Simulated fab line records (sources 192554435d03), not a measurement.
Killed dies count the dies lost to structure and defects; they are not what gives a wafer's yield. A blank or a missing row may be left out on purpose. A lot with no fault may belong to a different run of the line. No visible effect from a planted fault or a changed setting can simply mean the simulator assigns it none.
Chamber matching + flow n5Finfet + 4 sister chambers for N5_HKMG_FIN_ETCH_35 on rieDiel-03
The step etches SOC in N2/H2, target depth 215.8 nm, time 243.4 s. 4 wafers are shown with their chamber, then 11 later ones without.

## WAFERS PAIRED WITH THEIR CHAMBERS
| wafer  | chamber | showerheadPlenumPTorr (Torr) |
|--------|---------|------------------------------|
| L088.3 | 2       | 2.55                         |
| L090.1 | 3       | 2.42                         |
| L090.4 | 0       | 2.67                         |
| L089.2 | 1       | 2.57                         |

## WAFERS MISSING THEIR CHAMBER
| wafer  | showerheadPlenumPTorr (Torr) |
|--------|------------------------------|
| L089.3 | 2.66                         |
| L089.4 | 2.42                         |
| L091.3 | 2.66                         |
| L091.5 | 2.57                         |
| L091.6 | 2.66                         |
| L092.3 | 2.57                         |
| L092.4 | 2.41                         |
| L092.6 | 2.55                         |
| L097.2 | 2.57                         |
| L097.4 | 2.57                         |
| L097.5 | 2.66                         |

## THE CHAMBER EACH PASSED THROUGH
| wafer  | from the rows above | in truth |
|--------|---------------------|----------|
| L089.3 | 0                   | 0        |
| L089.4 | 3                   | 3        |
| L091.3 | 0                   | 0        |
| L091.5 | 1                   | 1        |
| L091.6 | 0                   | 0        |
| L092.3 | 1                   | 1        |
| L092.4 | 3                   | 3        |
| L092.6 | 2                   | 2        |
| L097.2 | 1                   | 1        |
| L097.4 | 1                   | 1        |
| L097.5 | 0                   | 0        |
Correctly placed: 11 of 11. Can't be placed from these rows: 0. Number placed wrongly: 0.
How it was worked out, from the rows above alone: a wafer's distance from a chamber is the root of the sum, over the readings, of the square of ((its reading less the chamber's mean) divided by the reading's scatter). If the next closest chamber is less than 2 further off than the closest, the wafer can't be placed; otherwise it belongs to the closest. Each chamber's mean is taken over the wafers shown for it. The scatter: root of mean squared gap, hidden wafer to nearest shown wafer, with one shown wafer a chamber.
